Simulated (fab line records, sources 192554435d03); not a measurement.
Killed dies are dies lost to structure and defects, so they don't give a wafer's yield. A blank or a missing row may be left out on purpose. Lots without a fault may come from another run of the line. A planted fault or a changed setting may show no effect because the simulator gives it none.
Split-lot experiment | flow n5_finfet | 7 lots, 21 wafers read, on a route of 1938 steps

THE SPLIT
At N5_SD_EPI_P_COAT_34 (time 60 s, resist thk 350 nm), the setting spin_rpm was moved away from the recipe's 1500 rpm on 9 of the 21 wafers read, by -6.5% to +11.1%. The other wafers ran this setting at the recipe's value.

The reading is taken at the split's own step.

THE READING
SOC_of_SD_EPI_P_COAT_34.thk_nm (the simulator's own value, which no gauge read), in nm, at N5_SD_EPI_P_COAT_34 (time 60 s, resist thk 350 nm). The file gives no usual value for it. The 12 wafers here that ran the recipe average 349.9 nm, standard deviation 1.2 nm.

wafer  | tool, chamber at the split | spin_rpm as run, rpm | against the recipe | SOC_of_SD_EPI_P_COAT_34.thk_nm, nm | against lot-mates on the recipe
L078.1 | litho_track-05, 0          | 1500                 | recipe             | 349.8                              | -
L078.2 | litho_track-05, 0          | 1402                 | -6.5%              | 360.8                              | +11.0
L078.6 | litho_track-05, 0          | 1402                 | -6.5%              | 361.2                              | +11.4
L079.1 | litho_track-02, 0          | 1454                 | -3.1%              | 355                                | +5.4
L079.3 | litho_track-02, 0          | 1500                 | recipe             | 349.6                              | -
L079.5 | litho_track-02, 0          | 1454                 | -3.1%              | 355.4                              | +5.8
L080.2 | litho_track-02, 0          | 1666                 | +11.1%             | 332                                | -17.1
L080.3 | litho_track-02, 0          | 1500                 | recipe             | 349.4                              | -
L080.4 | litho_track-02, 0          | 1500                 | recipe             | 348.8                              | -
L082.2 | litho_track-02, 0          | 1500                 | recipe             | 349                                | -
L082.5 | litho_track-02, 0          | 1500                 | recipe             | 349.2                              | -
L082.6 | litho_track-02, 0          | 1500                 | recipe             | 349.4                              | -
L084.4 | litho_track-05, 0          | 1655                 | +10.3%             | 331.6                              | -16.8
L084.5 | litho_track-05, 0          | 1655                 | +10.3%             | 331.8                              | -16.6
L084.6 | litho_track-05, 0          | 1500                 | recipe             | 348.4                              | -
L093.1 | litho_track-05, 0          | 1432                 | -4.5%              | 357.8                              | +8.6
L093.3 | litho_track-05, 0          | 1432                 | -4.5%              | 357                                | +7.8
L093.4 | litho_track-05, 0          | 1500                 | recipe             | 349.2                              | -
L097.1 | litho_track-02, 0          | 1500                 | recipe             | 351.6                              | -
L097.3 | litho_track-02, 0          | 1500                 | recipe             | 351.4                              | -
L097.6 | litho_track-02, 0          | 1500                 | recipe             | 352.6                              | -

THE FIT
A straight line over all 21 wafers: SOC_of_SD_EPI_P_COAT_34.thk_nm changes by -1.7 nm for each +1% of spin_rpm; r = -0.99; the points scatter about the line by 1 nm.
The same after taking each lot's own level away (the mean of its wafers on the recipe; 21 wafers): -1.64 nm for each +1%; r = -1.00; scatter 0.45 nm.
On that fit, the largest move of spin_rpm shifts the reading by 18 nm.
The lots' own levels span 348.40 to 351.87 nm, that is 2.8 times the standard deviation above.
So the lot-to-lot level changes the slope little: the two slopes agree.
Check: with one of the wafers moved furthest among these (+11.1%) left out of the fit, the line predicts -18.3 nm for it against its lot-mates. It came out at -17.1 nm against them.

OTHER SPLITS ON THESE WAFERS
These wafers also went through other splits before the reading. Each is held against what the fit with the lots' levels taken away leaves over:
other split on the same wafers          | wafers away from the commonest value | r with SOC_of_SD_EPI_P_COAT_34.thk_nm (lot level and that fit taken away)
N5_ZERO_LAYER_EXPOSE_08 dose_mj         | 9                                    | -0.01
N5_ZERO_LAYER_DEVELOP_10 develop_time_s | 12                                   | -0.12
N5_FIN_SAQP_ETCH_34 source_w            | 7                                    | +0.19
N5_SD_EPI_N_EPI_21 epi_growth_time_s    | 7                                    | +0.05

THE FILE'S OWN FIT
SOC_of_SD_EPI_P_COAT_34.thk_nm changes by -1.62 nm for each +1% of spin_rpm, r = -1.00.
